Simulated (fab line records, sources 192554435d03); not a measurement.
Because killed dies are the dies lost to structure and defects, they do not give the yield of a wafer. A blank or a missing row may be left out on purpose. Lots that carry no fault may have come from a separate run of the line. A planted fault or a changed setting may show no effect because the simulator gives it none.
Split-lot experiment | flow n5Finfet | 39 wafers read from 7 lots, route of 1938 steps

== ON THE SPLIT ==
At N5_BEOL_M11_ETCH_66 (etches SOC in N2/H2, target depth 120 nm, overetch 24 nm, time 180 s), the setting timeS was moved away from the recipe's 180 s on 15 of the 39 wafers read, by -36.1% to +47.6%. The other wafers ran this setting at the recipe's value.

The reading comes from the split's own step.

== THE READING ==
SiARC_of_BEOL_M11_COAT_64.thkNm (the simulator's own value, which no gauge read), in nm, at N5_BEOL_M11_ETCH_66 (etches SOC in N2/H2, target depth 120 nm, overetch 24 nm, time 180 s). There is no usual value for it anywhere in the file. Here, 24 wafers ran the recipe; their average is 22.9 nm with a standard deviation of 0.32 nm.

wafer  | tool, chamber at the split | timeS as run, s | against the recipe | SiARC_of_BEOL_M11_COAT_64.thkNm, nm | against lot-mates on the recipe
L082.1 | rieDiel-02, 2              | 265.6           | +47.6%             | 18.8                                | -4.5
L082.2 | rieDiel-02, 0              | 265.6           | +47.6%             | 19.8                                | -3.5
L082.3 | rieDiel-02, 1              | 265.6           | +47.6%             | 18.2                                | -5.1
L082.4 | rieDiel-02, 3              | 180             | recipe             | 23.4                                | -
L082.5 | rieDiel-02, 3              | 180             | recipe             | 23.4                                | -
L082.6 | rieDiel-02, 0              | 180             | recipe             | 23                                  | -
L080.1 | rieDiel-06, 0,3            | 115             | -36.1%             | 25.6                                | +2.5
L080.6 | rieDiel-06, 0,3            | 115             | -36.1%             | 25.6                                | +2.5
L080.2 | rieDiel-06, 2              | 180             | recipe             | 23.2                                | -
L080.3 | rieDiel-06, 3,2            | 180             | recipe             | 23                                  | -
L080.5 | rieDiel-06, 3,2            | 180             | recipe             | 23                                  | -
L080.4 | rieDiel-06, 1              | 115             | -36.1%             | 25.2                                | +2.1
L088.1 | rieDiel-06, 1              | 180             | recipe             | 22.6                                | -
L088.5 | rieDiel-06, 1              | 180             | recipe             | 22.6                                | -
L088.2 | rieDiel-06, 0              | 180             | recipe             | 23.2                                | -
L088.3 | rieDiel-06, 3,3,0          | 180             | recipe             | 23                                  | -
L088.4 | rieDiel-06, 3,3,0          | 180             | recipe             | 23                                  | -
L088.6 | rieDiel-06, 3,3,0          | 180             | recipe             | 23                                  | -
L092.2 | rieDiel-02, 3,0            | 180             | recipe             | 23.2                                | -
L092.3 | rieDiel-02, 3,0            | 180             | recipe             | 23.2                                | -
L092.6 | rieDiel-02, 1              | 180             | recipe             | 22.2                                | -
L094.1 | rieDiel-06, 1              | 143.3           | -20.4%             | 23.8                                | +0.9
L094.5 | rieDiel-06, 1              | 143.3           | -20.4%             | 23.8                                | +0.9
L094.2 | rieDiel-06, 0              | 143.3           | -20.4%             | 24.2                                | +1.3
L094.3 | rieDiel-06, 2              | 180             | recipe             | 23                                  | -
L094.4 | rieDiel-06, 3              | 180             | recipe             | 22.6                                | -
L094.6 | rieDiel-06, 2              | 180             | recipe             | 23.2                                | -
L097.1 | rieDiel-03, 0              | 180             | recipe             | 23                                  | -
L097.2 | rieDiel-03, 1,2            | 124.2           | -31.0%             | 24.8                                | +2.1
L097.5 | rieDiel-03, 1,2            | 124.2           | -31.0%             | 24.8                                | +2.1
L097.3 | rieDiel-03, 3              | 180             | recipe             | 22.4                                | -
L097.4 | rieDiel-03, 2              | 124.2           | -31.0%             | 25                                  | +2.3
L097.6 | rieDiel-03, 1              | 180             | recipe             | 22.6                                | -
L095.1 | rieDiel-06, 3              | 180             | recipe             | 22.8                                | -
L095.2 | rieDiel-06, 0              | 245.9           | +36.6%             | 20.4                                | -2.4
L095.3 | rieDiel-06, 1              | 245.9           | +36.6%             | 19.8                                | -3.0
L095.4 | rieDiel-06, 2              | 180             | recipe             | 23.2                                | -
L095.5 | rieDiel-06, 1              | 180             | recipe             | 22.4                                | -
L095.6 | rieDiel-06, 2              | 245.9           | +36.6%             | 20.6                                | -2.2
When a row names more than one chamber, that row covers several wafers, and the file does not tell which wafer ran in which chamber.

FIT RESULTS
A straight line over all 39 wafers: SiARC_of_BEOL_M11_COAT_64.thkNm changes by -0.0732 nm for each +1% of timeS; r = -0.97; the points scatter about the line by 0.39 nm.
The same after taking each lot's own level away (the mean of its wafers on the recipe; 39 wafers): -0.0755 nm for each +1%; r = -0.97; scatter 0.41 nm.
According to that fit, moving timeS by its largest amount changes the reading by 3.6 nm.
Measured against the standard deviation above, the lots' own levels, which go from 22.67 to 23.27 nm, span 1.9 times it.
Hence the lot-to-lot level has little effect on the slope; both slopes agree.
Check: with one of the wafers moved furthest among these (+47.6%) left out of the fit, the line predicts -3.58 nm for it against its lot-mates. It came out at -4.47 nm against them.

== THE OTHER SPLITS THESE WAFERS WENT THROUGH ==
These wafers also went through other splits before the reading. Each is held against what the fit with the lots' levels taken away leaves over:
other split on the same wafers            | wafers away from the commonest value | r with SiARC_of_BEOL_M11_COAT_64.thkNm (lot level and that fit taken away)
N5_BEOL_M0_SAQP_SPACER2_ALD_26 targetThkA | 15                                   | +0.22
N5_BEOL_M1_ALD_84 aldCycles               | 12                                   | +0.00
N5_BEOL_M4_DEP_57 targetThkA              | 15                                   | -0.05
N5_BEOL_M6_DEP_56 targetThkA              | 9                                    | -0.17
N5_BEOL_M9_ETCH_62 timeS                  | 12                                   | +0.26

== FILE'S OWN FIT ==
SiARC_of_BEOL_M11_COAT_64.thkNm changes by -0.0755 nm for each +1% of timeS, r = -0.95.
